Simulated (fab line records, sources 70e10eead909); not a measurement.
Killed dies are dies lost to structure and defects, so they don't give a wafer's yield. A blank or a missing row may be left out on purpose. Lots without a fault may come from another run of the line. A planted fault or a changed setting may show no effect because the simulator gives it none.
fab line records | flow nand_harc
record lots=24 wafers=72 last_day=24
route steps=1159 shown P_M1@297 P_M2@340 P_BONDPAD@352
lots that met no fault: from a run of the same line without faults
start_h: hours from the record's first day to the start of the lot's first wafer shown | wait_h: hours since the lot's step before | " the same as in the row above | L1.1+2: a row that stands for several wafers | - no value, or no start given | * or withheld: withheld | < > ~ a bound
route shown NAME@n: a module of which the file shows steps, and the number in the route of the first | usual: mean/standard deviation of fault-free wafers | same: alike in all rows | chamber/n: place in a boat | sites: the reading at each site | _std_site: their standard deviation | _edge_site: outer sites' mean less inner sites' | radius_mm: how far each site lies from the wafer's centre | mask NAME#n: copy n | behind: the tool/chamber that last shaped the wafer | hold: why the lot was held/for how many hours/how that ended | device: the transistor (n, p or np) that didn't switch | end of line: the same wafers' tests at the end of the route | a step without rows: its recipe alone | killed: dies lost to structure and defects at the first sort, not the wafer's yield | map: a wafer's dies, x killed, . not, _ none there
set.NAME: the setting as run; set.NAME@STEP: as run at that earlier step | model.NAME: the simulator's own value behind a step, which no gauge read
steps of the route over a sample of lots; a table a step, a row a wafer
services: from which hour (start_h, from the record's first day; less than 0 if before it) a tool's chamber was out of use, for how many hours, and why
## steps
# step NHARC_P_M1_INSPECT_11
# usual raw_defect_count=4.1/2
# columns lot.wafer tool chamber start_h wait_h raw_defect_count
L074.1 defect_inspect-02 - 114.45 0.0 4
L074.5 " - " " 3
L074.6 " - " " 5
L076.4 defect_inspect-01 - 136.98 0.0 4
L076.5 " - " " 2
L076.6 " - " " 3
L075.1 defect_inspect-01 - 137.74 0.0 1
L075.3 " - " " 6
L075.6 " - " " 6
L078.1 defect_inspect-02 - 139.36 0.0 8
L078.5 " - " " 7
L078.6 " - " " 6
L077.1 defect_inspect-01 - 143.09 0.0 7
L077.4 " - " " 3
L077.6 " - " " 3
L079.1 defect_inspect-01 - 151.19 0.0 1
L079.2 " - " " 2
L079.6 " - " " 4
L080.1 defect_inspect-02 - 157.70 0.0 4
L080.3 " - " " 0
L080.5 " - " " 4
L081.2 defect_inspect-02 - 164.27 0.0 3
L081.3 " - " " 7
L081.6 " - " " 4
L082.1 defect_inspect-02 - 167.42 0.0 6
L082.4 " - " " 5
L082.6 " - " " 5
L083.1 defect_inspect-02 - 168.99 0.0 4
L083.2 " - " " 8
L083.6 " - " " 5
L084.2 defect_inspect-02 - 172.79 0.0 3
L084.4 " - " " 2
L084.6 " - " " 6
L088.2 defect_inspect-02 - 197.90 0.0 4
L088.3 " - " " 3
L088.6 " - " " 3
L085.1 defect_inspect-01 - 198.65 0.0 6
L085.2 " - " " 3
L085.3 " - " " 4
L086.1 defect_inspect-02 - 199.30 0.0 2
L086.2 " - " " 3
L086.5 " - " " 6
L087.1 defect_inspect-02 - 200.92 0.0 5
L087.4 " - " " 1
L087.6 " - " " 4
L089.1 defect_inspect-02 - 216.73 0.0 7
L089.4 " - " " 10
L089.6 " - " " 5
L090.1 defect_inspect-02 - 217.38 0.0 1
L090.3 " - " " 2
L090.6 " - " " 7
L091.4 defect_inspect-02 - 220.53 0.0 5
L091.5 " - " " 3
L091.6 " - " " 1
L093.2 defect_inspect-02 - 231.78 0.0 3
L093.3 " - " " 2
L093.4 " - " " 2
L092.3 defect_inspect-02 - 232.20 0.0 6
L092.4 " - " " 2
L092.6 " - " " 3
L095.1 defect_inspect-01 - 243.41 0.0 2
L095.3 " - " " 2
L095.6 " - " " 1
L094.1 defect_inspect-02 - 244.12 0.0 6
L094.2 " - " " 4
L094.5 " - " " 2
L096.1 defect_inspect-02 - 261.39 0.0 7
L096.2 " - " " 5
L096.6 " - " " 2
L097.3 defect_inspect-01 - 262.23 0.0 3
L097.4 " - " " 5
L097.6 " - " " 6
# step NHARC_P_M2_PVD_20
# recipe target_thk_a=50 bias_v=168.6 power_w=15000 chamber_pressure_pa=0.12 time_s=8.06 substrate_temp_c=50 material=TaN
# usual throttle_valve_pct=30.2/0.85
# columns lot.wafer tool chamber start_h wait_h throttle_valve_pct
L074.1 pvd_sputter-02 - - - 30.7
L074.6 " - " " 30.8
L074.5 " - " " 28.9
L076.4 pvd_sputter-03 - - - 30.7
L076.5 " - " " 31.5
L076.6 " - " " 30.4
L075.3 pvd_sputter-01 - - - 30.2
L075.1 " - " " 29.7
L075.6 " - " " 29.9
L078.1 pvd_sputter-02 - - - 30.9
L078.5 " - " " 30.5
L078.6 " - " " 29.0
L077.4 pvd_sputter-02 - - - 30.9
L077.1 " - " " 30.5
L077.6 " - " " 29.0
L079.1 pvd_sputter-03 - - - 30.5
L079.2 " - " " 28.3
L079.6 " - " " 31.1
L080.1 pvd_sputter-03 - - - 31.4
L080.3 " - " " 30.7
L080.5 " - " " 31.3
L081.3 pvd_sputter-03 - - - 31.2
L081.2 " - " " 28.1
L081.6 " - " " 30.2
L082.1 pvd_sputter-03 - - - 30.3
L082.4 " - " " 31.4
L082.6 " - " " 31.0
L083.2 pvd_sputter-02 - - - 30.6
L083.1 " - " " 30.7
L083.6 " - " " 28.9
L084.2 pvd_sputter-02 - - - 29.1
L084.4 " - " " 30.9
L084.6 " - " " 30.6
L088.2 pvd_sputter-02 - - - 30.6
L088.3 " - " " 30.8
L088.6 " - " " 30.9
L085.3 pvd_sputter-03 - - - 28.6
L085.2 " - " " 30.4
L085.1 " - " " 30.6
L086.1 pvd_sputter-01 - - - 31.2
L086.2 " - " " 29.8
L086.5 " - " " 30.9
L087.1 pvd_sputter-01 - - - 30.0
L087.4 " - " " 31.0
L087.6 " - " " 29.7
L089.1 pvd_sputter-01 - - - 29.8
L089.4 " - " " 30.9
L089.6 " - " " 29.7
L090.1 pvd_sputter-01 - - - 29.7
L090.3 " - " " 31.1
L090.6 " - " " 31.0
L091.4 pvd_sputter-01 - - - 29.6
L091.5 " - " " 29.7
L091.6 " - " " 29.8
L093.3 pvd_sputter-03 - - - 28.5
L093.2 " - " " 31.2
L093.4 " - " " 30.8
L092.4 pvd_sputter-01 - - - 30.8
L092.3 " - " " 29.6
L092.6 " - " " 30.8
L095.3 pvd_sputter-03 - - - 28.4
L095.1 " - " " 30.5
L095.6 " - " " 28.4
L094.1 pvd_sputter-01 - - - 29.7
L094.2 " - " " 30.7
L094.5 " - " " 29.5
L096.1 pvd_sputter-01 - - - 30.0
L096.2 " - " " 31.1
L096.6 " - " " 29.7
L097.3 pvd_sputter-01 - - - 29.9
L097.4 " - " " 29.8
L097.6 " - " " 31.1
# step NHARC_P_M2_THK_MEAS_24
# recipe thk_meas_gauge=xrf
# usual thk_nm=144.2/1.7
# columns lot.wafer tool chamber start_h wait_h thk_nm
L074.1 film_metro-01 - 121.19 - 142.1
L074.5 " - " " 144.1
L074.6 " - " " 139.3
L076.4 film_metro-01 - 143.61 - 145.3
L076.5 " - " " 146.2
L076.6 " - " " 146.3
L075.1 film_metro-01 - 144.50 - 144.6
L075.3 " - " " 143.6
L075.6 " - " " 144.8
L078.1 film_metro-01 - 146.15 - 142.5
L078.5 " - " " 146.0
L078.6 " - " " 142.7
L077.1 film_metro-01 - 149.92 - 143.7
L077.4 " - " " 143.5
L077.6 " - " " 147.1
L079.1 film_metro-01 - 158.05 - 144.3
L079.2 " - " " 142.7
L079.6 " - " " 147.1
L080.1 film_metro-01 - 164.95 - 143.0
L080.3 " - " " 140.1
L080.5 " - " " 142.3
L081.2 film_metro-01 - 171.28 - 142.7
L081.3 " - " " 145.9
L081.6 " - " " 144.0
L082.1 film_metro-01 - 174.21 - 143.2
L082.4 " - " " 143.5
L082.6 " - " " 145.7
L083.1 film_metro-01 - 176.19 - 144.1
L083.2 " - " " 145.0
L083.6 " - " " 142.8
L084.2 film_metro-01 - 179.54 - 145.4
L084.4 " - " " 142.6
L084.6 " - " " 142.9
L088.2 film_metro-01 - 204.59 - 144.8
L088.3 " - " " 144.1
L088.6 " - " " 146.1
L085.1 film_metro-02 - 205.28 - 144.4
L085.2 " - " " 144.1
L085.3 " - " " 141.7
L086.1 film_metro-01 - 205.90 - 144.2
L086.2 " - " " 145.0
L086.5 " - " " 144.5
L087.1 film_metro-02 - 207.59 - 143.7
L087.4 " - " " 145.3
L087.6 " - " " 145.3
L089.1 film_metro-01 - 223.34 - 143.4
L089.4 " - " " 147.3
L089.6 " - " " 146.0
L090.1 film_metro-01 - 224.13 - 142.4
L090.3 " - " " 145.6
L090.6 " - " " 142.0
L091.4 film_metro-01 - 227.25 - 144.0
L091.5 " - " " 144.5
L091.6 " - " " 146.5
L093.2 film_metro-02 - 238.31 - 143.5
L093.3 " - " " 144.5
L093.4 " - " " 143.6
L092.3 film_metro-01 - 239.16 - 144.5
L092.4 " - " " 142.2
L092.6 " - " " 144.2
L095.1 film_metro-02 - 250.04 - 144.4
L095.3 " - " " 145.1
L095.6 " - " " 144.1
L094.1 film_metro-02 - 251.18 - 146.3
L094.2 " - " " 144.0
L094.5 " - " " 144.1
L096.1 film_metro-02 - 268.09 - 145.8
L096.2 " - " " 143.8
L096.6 " - " " 146.8
L097.3 film_metro-01 - 268.76 - 144.7
L097.4 " - " " 142.1
L097.6 " - " " 142.0
# step NHARC_P_BONDPAD_CMP_32
# recipe target_thk_nm=200 material=SiCN
# usual motor_current_A=12.6/1.4
# columns lot.wafer tool chamber start_h wait_h motor_current_A
L074.1 cmp-03 3 122.74 - 12.2
L074.5 " 3 " " 11.8
L074.6 " 0 " " 11.6
L076.4 cmp-01 2 144.81 - 12.6
L076.6 " 3 " " 13.6
L076.5 " 0 " " 11.7
L075.1 cmp-03 2 145.69 - 14.1
L075.3 " 3 " " 11.5
L075.6 " 2 " " 14.0
L078.1 cmp-03 3 147.43 - 11.7
L078.5 " 2 " " 14.1
L078.6 " 3 " " 12.3
L077.4 cmp-02 3 151.02 - 11.8
L077.1 " 0 " " 11.6
L077.6 " 0 " " 11.2
L079.1 cmp-01 3 159.30 - 12.9
L079.2 " 1 " " 11.7
L079.6 " 3 " " 13.5
L080.1 cmp-03 2 166.08 - 14.7
L080.3 " 0 " " 11.4
L080.5 " 1 " " 14.5
L081.3 cmp-01 3 172.42 - 13.2
L081.2 " 1 " " 11.5
L081.6 " 3 " " 12.6
L082.1 cmp-03 1 175.37 - 15.2
L082.4 " 2 " " 14.6
L082.6 " 1 " " 15.5
L083.2 cmp-01 1 177.33 - 11.3
L083.1 " 3 " " 13.5
L083.6 " 2 " " 12.7
L084.4 cmp-03 2 180.69 - 13.5
L084.2 " 3 " " 11.5
L084.6 " 2 " " 14.3
L088.2 cmp-03 1 205.73 - 15.3
L088.3 " 2 " " 14.5
L088.6 " 1 " " 15.3
L085.2 cmp-02 2 206.38 - 9.8
L085.3 " 3 " " 11.6
L085.1 " 0 " " 11.4
L086.1 cmp-03 1 207.49 - 15.8
L086.2 " 2 " " 14.4
L086.5 " 0 " " 12.0
L087.1 cmp-03 1 208.77 - 15.7
L087.4 " 2 " " 13.7
L087.6 " 0 " " 11.4
L089.4 cmp-02 0 224.47 - 11.4
L089.1 " 1 " " 11.6
L089.6 " 0 " " 10.7
L090.3 cmp-01 3 225.23 - 12.8
L090.1 " 0 " " 12.2
L090.6 " 0 " " 11.3
L091.4 cmp-01 1 228.38 - 12.3
L091.5 " 1 " " 12.4
L091.6 " 2 " " 12.4
L093.3 cmp-03 2 239.43 - 14.2
L093.2 " 3 " " 11.7
L093.4 " 1 " " 15.5
L092.4 cmp-01 2 240.30 - 12.9
L092.3 " 3 " " 12.3
L092.6 " 2 " " 12.3
L095.3 cmp-03 0 251.17 - 11.7
L095.1 " 2 " " 14.5
L095.6 " 1 " " 15.5
L094.1 cmp-01 3 252.34 - 13.2
L094.2 " 0 " " 12.2
L094.5 " 0 " " 11.5
L096.1 cmp-02 0 269.34 - 11.9
L096.2 " 1 " " 11.4
L096.6 " 3 " " 11.5
L097.4 cmp-01 1 269.93 - 12.2
L097.3 " 2 " " 13.5
L097.6 " 0 " " 11.3
# step NHARC_P_BONDPAD_DESCUM_11
# recipe time_s=3 o2_flow_sccm=200 ar_flow_sccm=0 bias_power_w=0 chemistry=O2
# usual drypump_motor_current_A=5.7/0.55 mfc_ar_sccm=0.0013/0.0022 oes_product_au=1.006/0.01 rf_vpp_V=57.9/0.86 showerhead_plenum_p_Torr=1.94/0.073 throttle_valve_pct=11.311/0.0084
# columns lot.wafer tool chamber start_h wait_h drypump_motor_current_A mfc_ar_sccm oes_product_au rf_hours_counter_h rf_vpp_V showerhead_plenum_p_Torr throttle_valve_pct
L074.1 rie_diel-05 0 123.83 - 6.3 0.0055 1.005 48 57.8 1.90 11.314
L074.6 " 2 " " 6.3 0 1.024 - 57.4 1.98 11.317
L074.5 " 3 " " 6.3 0 1.031 - 57.1 1.89 11.293
L076.4 rie_diel-11 2 145.71 - 4.9 0 1.007 - 58.2 1.98 11.312
L076.6 " 3 " " 5.8 0 0.993 - 57.9 2.00 11.311
L076.5 " 2 " " 4.9 0 1.004 - 58.2 1.98 11.318
L075.3 rie_diel-05 1 146.73 - 5.3 0 0.987 58 57.6 1.77 11.306
L075.1 " 0 " " 6.3 0.0055 1.007 56 57.6 1.90 11.301
L075.6 " 1 " " 5.2 0 0.996 - 57.1 1.77 11.317
L078.1 rie_diel-05 3 148.44 - 6.3 0 1.031 60 56.0 1.88 11.328
L078.5 " 3 " " 6.3 0 1.031 - 58.1 1.88 11.313
L078.6 " 0 " " 6.3 0.0055 1.007 - 57.5 1.90 11.324
L077.1 rie_diel-11 1 152.05 - 5.3 0.0040 0.990 12 58.5 1.86 11.312
L077.4 " 0 " " 6.3 0 0.990 12 58.5 1.99 11.307
L077.6 " 2 " " 4.9 0 1.003 - 58.4 1.98 11.312
L079.2 rie_diel-05 3 160.33 - 6.3 0 1.023 65 57.4 1.88 11.312
L079.1 " 0 " " 6.3 0.0055 1.002 62 57.4 1.90 11.302
L079.6 " 3 " " 6.3 0 1.021 - 57.4 1.88 11.310
L080.3 rie_diel-11 0 166.99 - 6.3 0 0.999 13 57.6 1.98 11.301
L080.1 " 1 " " 5.3 0.0040 0.994 13 56.9 1.86 11.315
L080.5 " 3 " " 5.8 0 0.999 - 59.0 2.00 11.319
L081.3 rie_diel-11 2 173.44 - 4.9 0 1.020 15 58.5 1.98 11.319
L081.2 " 0 " " 6.3 0 0.999 14 57.1 1.98 11.314
L081.6 " 1 " " 5.3 0.0040 1.012 - 57.7 1.86 11.319
L082.1 rie_diel-11 3 176.38 - 5.8 0 1.009 14 59.4 2.00 11.297
L082.4 " 0 " " 6.3 0 1.002 14 57.6 1.99 11.311
L082.6 " 0 " " 6.3 0 1.001 - 57.7 1.98 11.298
L083.1 rie_diel-05 1 178.37 - 5.2 0 0.995 1 58.1 2.08 11.300
L083.2 " 3 " " 6.3 0 0.991 1 58.3 1.88 11.312
L083.6 " 1 " " 5.3 0 0.996 - 59.5 2.08 11.312
L084.4 rie_diel-11 3 181.69 - 5.8 0 0.996 14 57.3 2.00 11.319
L084.2 " 2 " " 4.9 0 1.008 15 57.7 1.98 11.304
L084.6 " 0 " " 6.3 0 0.989 - 57.5 1.98 11.327
L088.3 rie_diel-11 1 206.75 - 5.3 0.0040 1.010 1 56.4 1.86 11.307
L088.2 " 0 " " 6.3 0 1.006 1 58.6 1.98 11.321
L088.6 " 1 " " 5.3 0.0040 1.016 - 57.4 1.86 11.302
L085.3 rie_diel-11 1 207.30 - 5.3 0.0040 1.013 1 57.3 1.86 11.309
L085.2 " 3 " " 5.8 0 1.023 1 58.8 2.00 11.321
L085.1 " 0 " " 6.3 0 1.007 1 57.1 1.98 11.315
L086.2 rie_diel-11 0 208.51 - 6.3 0 1.008 1 58.0 1.98 11.320
L086.1 " 1 " " 5.3 0.0040 1.008 1 57.2 1.86 11.311
L086.5 " 3 " " 5.8 0 1.018 - 58.3 2.00 11.315
L087.1 rie_diel-11 2 209.62 - 4.9 0 1.004 1 57.8 1.98 11.299
L087.4 " 1 " " 5.3 0.0040 0.999 1 57.9 1.86 11.312
L087.6 " 2 " " 4.9 0 0.990 - 56.3 1.98 11.318
L089.4 rie_diel-11 1 225.52 - 5.3 0.0040 1.016 3 56.9 1.86 11.319
L089.1 " 2 " " 4.9 0 1.008 3 57.2 1.98 11.297
L089.6 " 0 " " 6.3 0 0.990 - 58.8 1.98 11.311
L090.3 rie_diel-05 2 226.28 - 6.2 0 1.010 17 58.7 1.97 11.309
L090.1 " 3 " " 6.3 0 0.996 12 56.4 1.88 11.310
L090.6 " 1 " " 5.2 0 1.006 - 59.5 2.07 11.321
L091.4 rie_diel-13 0 229.29 - 6.3 0.0035 0.997 46 57.3 1.76 11.316
L091.5 " 0 " " 6.3 0.0035 1.006 - 57.9 1.76 11.293
L091.6 " 1 " " 6.0 0.0078 1.014 - 58.3 1.81 11.312
L093.4 rie_diel-11 2 240.46 - 4.9 0 1.011 5 58.6 1.98 11.298
L093.3 " 3 " " 5.8 0 1.006 4 60.3 2.00 11.313
L093.2 " 1 " " 5.3 0.0040 1.013 4 56.7 1.86 11.298
L092.4 rie_diel-11 2 241.33 - 4.9 0 1.013 5 55.9 1.98 11.322
L092.3 " 0 " " 6.3 0 1.001 4 58.7 1.98 11.325
L092.6 " 2 " " 4.9 0 1.013 - 56.8 1.98 11.322
L095.1 rie_diel-11 1 252.20 - 5.3 0.0040 1.005 5 57.8 1.86 11.317
L095.3 " 3 " " 5.8 0 1.003 5 59.4 2.00 11.311
L095.6 " 2 " " 4.9 0 1.010 - 57.7 1.98 11.307
L094.1 rie_diel-05 0 253.37 - 6.3 0.0055 1.003 26 57.3 1.89 11.302
L094.2 " 2 " " 6.3 0 1.005 28 58.5 1.96 11.315
L094.5 " 1 " " 5.3 0 0.984 - 57.6 2.07 11.310
L096.1 rie_diel-11 1 270.37 - 5.3 0.0040 1.025 7 57.6 1.85 11.301
L096.2 " 2 " " 4.9 0 0.998 7 57.3 1.98 11.319
L096.6 " 1 " " 5.2 0.0040 1.015 - 58.0 1.85 11.316
L097.3 rie_diel-11 1 270.90 - 5.3 0.0040 1.007 8 58.4 1.85 11.308
L097.4 " 2 " " 4.9 0 1.000 8 57.6 1.98 11.311
L097.6 " 1 " " 5.2 0.0040 1.006 - 56.7 1.85 11.324
# step NHARC_P_BONDPAD_PRE_CLEAN_26
# recipe time_s=30 temp_c=280 gas=H2/He
# usual heater_power_w=430/34
# columns lot.wafer tool chamber start_h wait_h heater_power_w
L074.1 pvd_sputter-01 - - - 392
L074.6 " - " " 385
L074.5 " - " " 383
L076.4 pvd_sputter-03 - - - 486
L076.5 " - " " 485
L076.6 " - " " 462
L075.3 pvd_sputter-02 - - - 377
L075.1 " - " " 419
L075.6 " - " " 428
L078.1 pvd_sputter-02 - - - 393
L078.6 " - " " 381
L078.5 " - " " 419
L077.1 pvd_sputter-03 - - - 434
L077.4 " - " " 454
L077.6 " - " " 456
L079.2 pvd_sputter-02 - - - 413
L079.1 " - " " 405
L079.6 " - " " 376
L080.1 pvd_sputter-03 - - - 460
L080.3 " - " " 455
L080.5 " - " " 454
L081.2 pvd_sputter-03 - - - 455
L081.3 " - " " 476
L081.6 " - " " 435
L082.1 pvd_sputter-03 - - - 455
L082.4 " - " " 483
L082.6 " - " " 460
L083.2 pvd_sputter-03 - - - 467
L083.1 " - " " 468
L083.6 " - " " 464
L084.4 pvd_sputter-02 - - - 412
L084.2 " - " " 394
L084.6 " - " " 382
L088.3 pvd_sputter-02 - - - 420
L088.2 " - " " 380
L088.6 " - " " 432
L085.3 pvd_sputter-01 - - - 390
L085.1 " - " " 416
L085.2 " - " " 405
L086.2 pvd_sputter-02 - - - 404
L086.1 " - " " 381
L086.5 " - " " 394
L087.1 pvd_sputter-03 - - - 464
L087.4 " - " " 466
L087.6 " - " " 468
L089.4 pvd_sputter-03 - - - 488
L089.1 " - " " 452
L089.6 " - " " 482
L090.3 pvd_sputter-03 - - - 449
L090.1 " - " " 475
L090.6 " - " " 460
L091.4 pvd_sputter-01 - - - 404
L091.6 " - " " 405
L091.5 " - " " 403
L093.2 pvd_sputter-03 - - - 483
L093.3 " - " " 450
L093.4 " - " " 454
L092.3 pvd_sputter-01 - - - 414
L092.4 " - " " 394
L092.6 " - " " 408
L095.3 pvd_sputter-02 - - - 445
L095.1 " - " " 360
L095.6 " - " " 364
L094.2 pvd_sputter-03 - - - 452
L094.1 " - " " 452
L094.5 " - " " 488
L096.1 pvd_sputter-02 - - - 369
L096.2 " - " " 423
L096.6 " - " " 367
L097.3 pvd_sputter-02 - - - 435
L097.4 " - " " 364
L097.6 " - " " 358
## services
# columns tool chamber start_h hours kind
pvd_sputter-03 - 102.00 10.0 pm
cmp-02 - 129.49 4.0 pm
rie_diel-11 0 136.91 9.5 repair
rie_diel-11 1 142.10 6.2 repair
cmp-03 - 156.10 4.0 pm
pvd_sputter-01 - 158.00 10.0 pm
rie_diel-05 - 163.62 9.0 pm
rie_diel-05 0 172.99 1.4 repair
pvd_sputter-01 - 175.58 8.5 repair
cmp-03 - 176.31 1.0 repair
cmp-01 - 179.50 4.0 pm
pvd_sputter-03 - 184.24 3.6 repair
rie_diel-11 - 189.50 9.0 pm
rie_diel-05 0 189.75 3.0 repair
cmp-03 - 192.61 4.8 repair
pvd_sputter-03 - 204.25 5.1 repair
rie_diel-05 3 204.70 9.8 repair
cmp-01 - 209.96 3.3 repair
pvd_sputter-02 - 214.06 10.0 pm
rie_diel-11 1 245.05 1.3 repair
cmp-03 - 247.34 1.6 repair
pvd_sputter-02 - 250.20 1.5 repair
cmp-03 - 254.10 4.0 pm
cmp-03 - 264.82 13.2 repair
## key
fault none
